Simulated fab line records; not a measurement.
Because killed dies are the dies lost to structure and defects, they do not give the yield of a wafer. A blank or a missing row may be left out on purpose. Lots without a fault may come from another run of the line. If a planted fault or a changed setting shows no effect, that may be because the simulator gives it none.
Which tool did it?    flow nandHarc    72 wafers from 24 lots sampled at 6 of the route's 1159 steps

== WHAT EACH GAUGE READ, for each wafer ==
The record lacks any reading of a measuring or inspecting step that a usual standard deviation could be used to judge.

== WHICH TOOL RAN EACH LOT (tool, then ch and the chambers of the sampled wafers, then the start) ==
lot   NHARC_A_STAIRCASE_STRIP_476        NHARC_A_STAIRCASE_DEP_151        NHARC_A_STAIRCASE_DEP_322        NHARC_A_STAIRCASE_CMP_152      NHARC_A_SGD_CUT_CMP_21         NHARC_A_SLIT_ETCH_29
L074  rieDiel-12 ch 0,1,2, day 12 04:16  pecvd-04 ch 0,1,2, day 12 16:53  pecvd-01 ch 0,1, day 12 23:55    cmp-02 ch 1,2,3, day 13 20:58  cmp-04 ch 0,2, day 14 05:02    rieDiel-04 ch 0,3, day 14 14:32
L075  rieDiel-12 ch 0,1,3, day 12 05:10  pecvd-02 ch 1, day 12 16:46      pecvd-02 ch 0,2, day 12 23:55    cmp-02 ch 2,3, day 13 20:02    cmp-01 ch 1,2,3, day 14 05:02  rieDiel-04 ch 0,2,3, day 14 12:49
L076  rieDiel-08 ch 0,2,3, day 12 12:50  pecvd-02 ch 0,1,2, day 13 03:17  pecvd-01 ch 0,1, day 13 14:01    cmp-01 ch 0,3, day 14 11:22    cmp-04 ch 0,1,2, day 14 21:20  rieDiel-02 ch 1,2,3, day 15 04:49
L077  rieDiel-08 ch 1,3, day 12 19:37    pecvd-02 ch 1,2, day 13 07:52    pecvd-02 ch 0,1,2, day 13 14:01  cmp-02 ch 1,2,3, day 14 11:31  cmp-01 ch 0,1, day 14 21:19    rieDiel-07 ch 1,3, day 15 06:16
L078  rieDiel-08 ch 1,2, day 12 22:02    pecvd-04 ch 0,1,2, day 13 07:50  pecvd-04 ch 0,1, day 13 13:56    cmp-01 ch 0,3, day 14 11:55    cmp-02 ch 0,2,3, day 14 21:20  rieDiel-04 ch 1,2,3, day 15 04:34
L080  rieDiel-08 ch 1,2,3, day 13 02:35  pecvd-04 ch 1,2, day 13 14:47    pecvd-01 ch 0,2, day 13 22:46    cmp-01 ch 0,2, day 14 18:38    cmp-01 ch 1,2,3, day 15 04:20  rieDiel-02 ch 1,3, day 15 11:15
L079  rieDiel-12 ch 0,1, day 13 03:01    pecvd-01 ch 0,1,2, day 13 14:46  pecvd-04 ch 0,1, day 13 22:31    cmp-02 ch 0,1,2, day 14 18:57  cmp-04 ch 0,1,2, day 15 04:21  rieDiel-07 ch 0,1, day 15 11:23
L082  rieDiel-06 ch 0,1,2, day 13 14:40  pecvd-02 ch 0,1, day 14 02:49    pecvd-04 ch 0,1,2, day 14 14:00  cmp-02 ch 0,2,3, day 15 08:10  cmp-04 ch 0,1,2, day 15 16:22  rieDiel-02 ch 1,2,3, day 15 23:43
L083  rieDiel-06 ch 0,2, day 13 17:13    pecvd-01 ch 0,2, day 14 03:00    pecvd-02 ch 0,1,2, day 14 13:52  cmp-01 ch 1,2,3, day 15 08:01  cmp-02 ch 2,3, day 15 16:23    rieDiel-07 ch 1,2,3, day 16 00:11
L081  rieDiel-08 ch 0,2,3, day 14 01:06  pecvd-01 ch 0,2, day 14 17:35    pecvd-01 ch 0,1,2, day 15 01:37  cmp-01 ch 0,1, day 15 19:45    cmp-04 ch 1,2, day 16 05:58    rieDiel-07 ch 1,2, day 16 15:19
L085  rieDiel-08 ch 1,2,3, day 14 12:41  pecvd-01 ch 0,1,2, day 15 02:32  pecvd-02 ch 1,2, day 15 11:41    cmp-01 ch 0,1,2, day 16 07:57  cmp-02 ch 0,1,3, day 16 15:43  rieDiel-02 ch 1,2,3, day 16 22:28
L084  rieDiel-12 ch 0,2,3, day 14 14:06  pecvd-04 ch 1,2, day 15 02:28    pecvd-04 ch 0,1,2, day 15 11:47  cmp-03 ch 0,2, day 16 07:38    cmp-04 ch 0,1,3, day 16 15:43  rieDiel-07 ch 0,1,2, day 16 22:43
L086  rieDiel-06 ch 0,1,2, day 15 02:44  pecvd-04 ch 0,1,2, day 15 14:58  pecvd-04 ch 0,2, day 15 22:55    cmp-02 ch 0,1,3, day 16 17:35  cmp-01 ch 0,2,3, day 17 03:43  rieDiel-02 ch 0,2,3, day 17 13:28
L087  rieDiel-12 ch 0,1, day 15 03:41    pecvd-01 ch 0,1,2, day 15 15:04  pecvd-02 ch 1,2, day 15 22:49    cmp-03 ch 0,1,2, day 16 16:55  cmp-04 ch 0,2, day 17 03:44    rieDiel-04 ch 0,2, day 17 12:53
L088  rieDiel-08 ch 2,3, day 15 10:46    pecvd-01 ch 0,1, day 15 23:00    pecvd-04 ch 0,1,2, day 16 09:05  cmp-03 ch 1,3, day 17 02:54    cmp-04 ch 0,2, day 17 13:37    rieDiel-02 ch 0,1,2, day 17 21:01
L089  rieDiel-12 ch 0,1,2, day 15 16:17  pecvd-02 ch 0,1,2, day 16 04:44  pecvd-02 ch 0,1,2, day 16 09:14  cmp-03 ch 0,1,3, day 17 04:35  cmp-01 ch 0,3, day 17 13:35    rieDiel-04 ch 2,3, day 17 22:02
L090  rieDiel-06 ch 0,2, day 16 04:57    pecvd-01 ch 0,1,2, day 16 17:14  pecvd-01 ch 0,2, day 17 01:06    cmp-03 ch 1,2,3, day 17 21:33  cmp-02 ch 0,3, day 18 05:58    rieDiel-02 ch 2,3, day 18 12:49
L091  rieDiel-08 ch 0,2, day 16 06:02    pecvd-02 ch 0,2, day 16 17:42    pecvd-02 ch 0,1,2, day 17 01:47  cmp-03 ch 0,2, day 17 23:31    cmp-01 ch 0,2,3, day 18 05:58  rieDiel-07 ch 0,1, day 18 14:29
L093  rieDiel-08 ch 1,2,3, day 16 08:11  pecvd-02 ch 0,1,2, day 16 17:07  pecvd-01 ch 0,1,2, day 17 01:34  cmp-03 ch 0,2,3, day 17 21:50  cmp-04 ch 0,1,2, day 18 06:04  rieDiel-07 ch 1,2,3, day 18 16:11
L092  rieDiel-12 ch 0,1,3, day 16 09:47  pecvd-01 ch 0,1,2, day 16 17:54  pecvd-02 ch 0,2, day 17 01:12    cmp-01 ch 0,2,3, day 17 22:04  cmp-02 ch 1,3, day 18 06:06    rieDiel-04 ch 1,3, day 18 16:55
L094  rieDiel-06 ch 1,3, day 16 19:22    pecvd-01 ch 0,1,2, day 17 07:29  pecvd-01 ch 1,2, day 17 14:44    cmp-03 ch 1,2,3, day 18 08:50  cmp-01 ch 1,3, day 18 17:10    rieDiel-07 ch 0,2,3, day 19 00:25
L095  rieDiel-06 ch 1,2,3, day 16 20:45  pecvd-04 ch 1,2, day 17 07:41    pecvd-02 ch 1,2, day 17 14:49    cmp-02 ch 0,1,2, day 18 09:17  cmp-04 ch 0,3, day 18 17:15    rieDiel-04 ch 0,1,3, day 19 01:01
L097  rieDiel-06 ch 0,2, day 17 11:38    pecvd-01 ch 1,2, day 17 23:44    pecvd-01 ch 0,1,2, day 18 07:57  cmp-01 ch 0,2,3, day 19 04:04  cmp-04 ch 0,2,3, day 19 13:16  rieDiel-07 ch 0,1,2, day 19 21:07
L096  rieDiel-12 ch 2,3, day 17 20:44    pecvd-04 ch 0,1,2, day 18 08:50  pecvd-02 ch 1,2, day 18 16:53    cmp-01 ch 0,3, day 19 14:05    cmp-02 ch 0,1, day 20 00:08    rieDiel-02 ch 2,3, day 20 07:08
- NHARC_A_STAIRCASE_STRIP_476: strips in O2, time 20 s.
- NHARC_A_STAIRCASE_DEP_151: deposits SiO2, target thk 3800 nm.
- NHARC_A_STAIRCASE_DEP_322: deposits SiO2, target thk 3800 nm.
- NHARC_A_STAIRCASE_CMP_152: polishes.
- NHARC_A_SGD_CUT_CMP_21: polishes, target thk 148.19 nm.
- NHARC_A_SLIT_ETCH_29: etches the open film in CF4/O2, target depth 100 nm, overetch 10 nm, time 55 s.

== AS READ BY THE TOOLS THEMSELVES (means over the sampled wafers that have a number; for cases with no such wafer, the mark the record gives instead) ==
NHARC_A_STAIRCASE_STRIP_476.
lot   tool        drypumpMotorCurrentA (A)  o2FlowSccm (sccm)  oesProductAu (a.u.)  rfVppV (V)  showerheadPlenumPTorr (Torr)  throttleValvePct (%)
L074  rieDiel-12  5.8                       499.9              0.990                58.2        3.57                          17.039
L075  rieDiel-12  5.5                       499.8              0.985                58.8        3.54                          17.028
L076  rieDiel-08  5.6                       499.5              1.000                57.1        3.40                          17.034
L077  rieDiel-08  6.1                       501.3              0.996                57.8        3.62                          17.036
L078  rieDiel-08  6.1                       498.1              1.017                59.3        3.45                          17.043
L080  rieDiel-08  5.9                       499.9              1.008                57.9        3.49                          17.037
L079  rieDiel-12  5.9                       500.5              0.984                58.5        3.61                          17.039
L082  rieDiel-06  5.7                       500.5              0.991                57.9        3.57                          17.040
L083  rieDiel-06  5.5                       499.2              0.996                58.2        3.51                          17.035
L081  rieDiel-08  5.6                       500.0              1.003                58.1        3.39                          17.045
L085  rieDiel-08  5.9                       499.2              0.996                58.1        3.49                          17.037
L084  rieDiel-12  5.4                       500.2              0.990                58.1        3.48                          17.041
L086  rieDiel-06  5.8                       499.6              1.000                58.3        3.56                          17.038
L087  rieDiel-12  5.9                       499.2              0.986                57.9        3.55                          17.037
L088  rieDiel-08  5.6                       499.8              1.001                57.2        3.36                          17.036
L089  rieDiel-12  5.7                       499.6              0.996                58.1        3.55                          17.033
L090  rieDiel-06  5.5                       497.8              0.993                57.9        3.49                          17.042
L091  rieDiel-08  5.8                       499.3              1.003                57.5        3.36                          17.026
L093  rieDiel-08  5.9                       500.5              0.999                57.0        3.48                          17.037
L092  rieDiel-12  5.6                       499.3              0.991                58.0        3.52                          17.043
L094  rieDiel-06  6.0                       500.1              0.989                58.2        3.64                          17.038
L095  rieDiel-06  6.0                       499.8              0.994                57.0        3.62                          17.035
L097  rieDiel-06  5.8                       500.3              1.011                57.4        3.54                          17.036
L096  rieDiel-12  5.0                       499.4              1.000                57.6        3.44                          17.037

NHARC_A_STAIRCASE_DEP_151.
lot   tool      heaterPowerW (W)
L074  pecvd-04  760
L075  pecvd-02  640
L076  pecvd-02  650
L077  pecvd-02  625
L078  pecvd-04  721
L080  pecvd-04  675
L079  pecvd-01  600
L082  pecvd-02  655
L083  pecvd-01  574
L081  pecvd-01  608
L085  pecvd-01  588
L084  pecvd-04  684
L086  pecvd-04  731
L087  pecvd-01  603
L088  pecvd-01  632
L089  pecvd-02  604
L090  pecvd-01  598
L091  pecvd-02  680
L093  pecvd-02  696
L092  pecvd-01  615
L094  pecvd-01  570
L095  pecvd-04  667
L097  pecvd-01  647
L096  pecvd-04  673

NHARC_A_STAIRCASE_DEP_322.
lot   tool      heaterPowerW (W)
L074  pecvd-01  645
L075  pecvd-02  748
L076  pecvd-01  581
L077  pecvd-02  648
L078  pecvd-04  749
L080  pecvd-01  578
L079  pecvd-04  698
L082  pecvd-04  733
L083  pecvd-02  643
L081  pecvd-01  584
L085  pecvd-02  616
L084  pecvd-04  682
L086  pecvd-04  688
L087  pecvd-02  597
L088  pecvd-04  699
L089  pecvd-02  602
L090  pecvd-01  564
L091  pecvd-02  672
L093  pecvd-01  688
L092  pecvd-02  705
L094  pecvd-01  589
L095  pecvd-02  583
L097  pecvd-01  614
L096  pecvd-02  591

NHARC_A_STAIRCASE_CMP_152.
lot   tool    motorCurrentA (A)
L074  cmp-02  11.4
L075  cmp-02  10.4
L076  cmp-01  11.1
L077  cmp-02  11.4
L078  cmp-01  12.2
L080  cmp-01  11.3
L079  cmp-02  11.4
L082  cmp-02  10.7
L083  cmp-01  11.9
L081  cmp-01  10.9
L085  cmp-01  11.4
L084  cmp-03  13.4
L086  cmp-02  11.0
L087  cmp-03  13.3
L088  cmp-03  11.6
L089  cmp-03  11.8
L090  cmp-03  11.3
L091  cmp-03  13.3
L093  cmp-03  12.2
L092  cmp-01  11.9
L094  cmp-03  11.3
L095  cmp-02  11.6
L097  cmp-01  11.7
L096  cmp-01  12.1

NHARC_A_SGD_CUT_CMP_21.
lot   tool    motorCurrentA (A)  timeToEndpointS (s)
L074  cmp-04  11.2               52
L075  cmp-01  12.2               46
L076  cmp-04  11.3               55
L077  cmp-01  10.8               53
L078  cmp-02  11.3               51
L080  cmp-01  12.0               52
L079  cmp-04  11.4               55
L082  cmp-04  11.5               51
L083  cmp-02  10.1               48
L081  cmp-04  11.6               53
L085  cmp-02  11.1               51
L084  cmp-04  11.6               52
L086  cmp-01  11.5               49
L087  cmp-04  10.8               52
L088  cmp-04  11.1               49
L089  cmp-01  12.1               52
L090  cmp-02  10.2               46
L091  cmp-01  11.4               52
L093  cmp-04  11.2               52
L092  cmp-02  10.7               48
L094  cmp-01  12.0               50
L095  cmp-04  11.9               46
L097  cmp-04  11.2               51
L096  cmp-02  11.9               50

NHARC_A_SLIT_ETCH_29.
lot   tool        drypumpMotorCurrentA (A)  o2FlowSccm (sccm)  oesProductAu (a.u.)  rfVppV (V)  showerheadPlenumPTorr (Torr)  throttleValvePct (%)
L074  rieDiel-04  6.1                       19.97              1.013                198.4       1.40                          13.395
L075  rieDiel-04  5.8                       20.00              1.000                199.3       1.39                          13.404
L076  rieDiel-02  5.6                       20.02              1.014                199.4       1.39                          13.396
L077  rieDiel-07  5.3                       20.02              1.002                196.4       1.30                          13.394
L078  rieDiel-04  6.0                       20.07              0.997                199.3       1.39                          13.401
L080  rieDiel-02  5.6                       19.96              1.005                199.5       1.42                          13.401
L079  rieDiel-07  5.1                       20.02              1.005                198.7       1.38                          13.404
L082  rieDiel-02  5.5                       20.01              1.003                198.4       1.39                          13.405
L083  rieDiel-07  5.4                       20.01              1.001                198.2       1.35                          13.388
L081  rieDiel-07  5.4                       20.02              1.022                199.8       1.40                          13.397
L085  rieDiel-02  5.6                       20.08              1.006                199.1       1.39                          13.399
L084  rieDiel-07  5.4                       20.03              1.019                198.4       1.38                          13.399
L086  rieDiel-02  5.8                       19.99              1.003                198.1       1.36                          13.399
L087  rieDiel-04  5.5                       19.99              0.998                198.8       1.38                          13.402
L088  rieDiel-02  5.9                       19.96              1.009                199.1       1.37                          13.395
L089  rieDiel-04  6.1                       20.01              1.002                199.3       1.38                          13.401
L090  rieDiel-02  5.5                       20.00              1.002                198.7       1.37                          13.389
L091  rieDiel-07  5.1                       20.01              0.998                199.0       1.37                          13.396
L093  rieDiel-07  5.4                       20.04              1.007                197.4       1.35                          13.400
L092  rieDiel-04  6.3                       20.00              1.000                199.7       1.40                          13.392
L094  rieDiel-07  5.4                       19.97              0.999                197.1       1.33                          13.403
L095  rieDiel-04  6.0                       20.02              1.004                199.2       1.41                          13.393
L097  rieDiel-07  5.3                       19.99              1.007                199.2       1.38                          13.393
L096  rieDiel-02  5.5                       19.99              0.999                199.1       1.37                          13.402

== THE ANSWER, worked out from the rows above alone ==
Rule: the lots themselves supply what counts as usual. The widest of any qualifying gaps counts: lots, ordered by their means at a reading, are off when they make up no more than a third of the lots, leave a main group of 4 or more, and stand apart from it by 3 or more times the standard deviation of that group's means. A main group is skipped when, at the precision printed for the reading in the tables above, its means are all equal. A lot without any number at a reading at which 4 lots or more have one is off too. All remaining lots with rows at the step are treated as sound. Order of review: gauges by route order, followed by the tools' own readings, for which a lot's mean as printed above is used. The first step at which some lot is off is used, and at that step the reading that is off furthest; a lot without a number counts as furthest.
None of the lots is off at any reading shown; this tells nothing.

== WHAT THE SIMULATOR PUT IN ==
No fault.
